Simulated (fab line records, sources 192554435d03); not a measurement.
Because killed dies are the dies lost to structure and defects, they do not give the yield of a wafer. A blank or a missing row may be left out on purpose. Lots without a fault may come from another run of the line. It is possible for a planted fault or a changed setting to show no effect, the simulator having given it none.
Struck lot and sound lot, side by side | flow n5 finfet | 21 out of 1938 route steps
Sound: wafers L361.1, L361.4, L361.6. Wafers L352.2, L352.3, L352.6 were the ones struck. At the end, the cause is stated.
For every step that has rows: the tool of each side, followed by ch and its chambers, followed by its first start. Under that, the readings that differ: sound wafers | struck wafers | difference of the means | sigmas: that difference in standard deviations of wafers without a fault.
alike: readings whose means differ by less than 2 such deviations, and words and numbers that are the same on both sides. not compared: withheld readings, readings that some wafer has no value for, bounds like >300 that may hide the same value, and numbers for which the record gives no deviation and whose values overlap.
Wherever a step has rows on one side only, a row that says differs or no value, or a row with sigmas, the two part there. Numbers that have no deviation but don't overlap get no sigmas and don't part them. Lack of a reading on every wafer of one side parts them only where that side has two or more wafers.

first, 6 steps without rows for these wafers: N5_BEOL_M1_COAT_05 (resist thk 30 nm); N5_BEOL_M1_EBR_07; N5_BEOL_M1_SOFTBAKE_06 (time 60 s); N5_BEOL_M1_EXPOSE_08 (exposes mask M1); N5_BEOL_M1_PEB_09 (peb time 60 s); N5_BEOL_M1_DEVELOP_10 (develop time 30 s).
N5_BEOL_M1_CD_MEAS_11 targets a cd of 17.05 nm.
  sound on cd sem-03 ch 0, day 12 02:31; struck on cd sem-01 ch 0, day 9 16:13
  alike: cd nm
N5_BEOL_M1_OVL_MEAS_12:
  sound on overlay-02 ch 0, day 12 02:34; struck on overlay-01 ch 0, day 9 16:15
  alike: M1_OVL
N5_BEOL_M1_INSPECT_13: inspects for defects (brightfield).
  sound on defect inspect-02, day 12 02:37; struck on defect inspect-01, day 9 16:18
  alike: raw defect count
N5_BEOL_M1_DESCUM_16: chemistry O2, time 7 s.
  sound on rie diel-01 ch 0,1,2, day 12 02:43; struck on rie diel-04 ch 0,2,3, day 9 16:32
  alike: drypump motor current A, o2 flow sccm, oes product au, rf vpp V, showerhead plenum p Torr, throttle valve pct
  not compared: rf hours counter h
N5_BEOL_M1_ETCH_74: etches underlayer in N2/H2, target depth 6.5 nm, time 5.2 s.
  sound on rie diel-01 ch 0,1,2, day 12 02:45; struck on rie diel-04 ch 0,2,3, day 9 16:34
  alike: bias w, chamber pressure mTorr, drypump motor current A, etch rf on time s, oes product au, rf vpp V, showerhead plenum p Torr, throttle valve pct
  not compared: rf hours counter h
N5_BEOL_M1_ETCH_63: etches SiARC in CF4, target depth 15.6 nm, time 26 s.
  sound on rie diel-01 ch 0,1,2, day 12 02:46; struck on rie diel-04 ch 0,2,3, day 9 16:35
  alike: bias w, cf4 flow sccm, drypump motor current A, etch rf on time s, oes product au, rf vpp V, showerhead plenum p Torr, throttle valve pct
  not compared: rf hours counter h
N5_BEOL_M1_ETCH_64: etches SOC in N2/H2, target depth 75 nm, overetch 15 nm, time 112.5 s.
  sound on rie diel-01 ch 0,1,2, day 12 02:48; struck on rie diel-04 ch 0,2,3, day 9 16:37
  no value came back on the struck wafers for any of 7 readings (bias w (W), chamber pressure mTorr (mTorr) and others); on the sound wafers bias w (W) reads 150.2 150.2 149.3
  reading                                         | sound   | struck     | difference | sigmas
  model.CAR-EUV_of_BEOL_M1_COAT_05.thk nm (nm)    | 0 0 0   | 11 11.2 11 | +11        |
  model.SiARC_of_BEOL_M1_COAT_62.thk nm (nm)      | 7 6.8 7 | 12 12 12   | +5         |
  model.underlayer_of_BEOL_M1_COAT_73.thk nm (nm) | 0 0 0   | 5 5 5      | +5         |
  not compared: rf hours counter h
then, 2 steps without rows for these wafers: N5_BEOL_M1_STRIP_65 (strips in N2/H2); N5_BEOL_M1_STRIP_75 (strips in N2/H2).
N5_BEOL_M1_STRIP_66: strips in CF4.
  sound on rie diel-01 ch 0,1,2, day 12 02:55; struck on rie diel-04 ch 0,2,3, day 9 16:44
  alike: drypump motor current A, oes product au, rf vpp V, showerhead plenum p Torr, throttle valve pct
  not compared: rf hours counter h
N5_BEOL_M1_HM_OPEN_17: chemistry Cl2/BCl3, target TiN, target depth 20 nm, overetch 6 nm.
  sound on rie metal-01 ch 0,1, day 12 02:58; struck on rie metal-02 ch 0,1, day 9 16:47
  reading                | sound             | struck            | difference | sigmas
  oes product au (a.u.)  | 0.58 0.59 0.53    | 0.27 0.23 0.23    | -0.32      | -5
  throttle valve pct (%) | 22.01 22.01 22.51 | 23.20 22.94 22.95 | +0.85      | +4
  alike: bias w, drypump motor current A
  not compared: rf hours counter h
N5_BEOL_M1_STRIP_19: strips in O2.
  sound on rie diel-06 ch 0,1, day 12 03:09; struck on rie diel-01 ch 0,1,2, day 9 16:56
  alike: drypump motor current A, o2 flow sccm, oes product au, rf vpp V, showerhead plenum p Torr, throttle valve pct
  not compared: rf hours counter h
N5_BEOL_M1_CD_MEAS_18: pitch 36 nm, target cd 18 nm.
  sound on cd sem-03, day 12 03:13; struck on cd sem-01, day 9 17:01
  reading    | sound          | struck | difference                    | sigmas
  cd nm (nm) | 18.0 18.5 18.2 | - - -  | no value on the struck wafers |
then, 1 step without rows for these wafers: N5_BEOL_M1_COAT_67 (time 60 s, resist thk 60 nm).
N5_BEOL_M4_RC_MEAS_101:
  the record has rows for the sound wafers here (prober-02 ch 0, day 13 20:39) and none for the struck ones

WHERE THEY PART
Last at N5_BEOL_M4_RC_MEAS_101 as far as this record goes, first at N5_BEOL_M1_ETCH_64.

WHY: what had been put in by the simulator
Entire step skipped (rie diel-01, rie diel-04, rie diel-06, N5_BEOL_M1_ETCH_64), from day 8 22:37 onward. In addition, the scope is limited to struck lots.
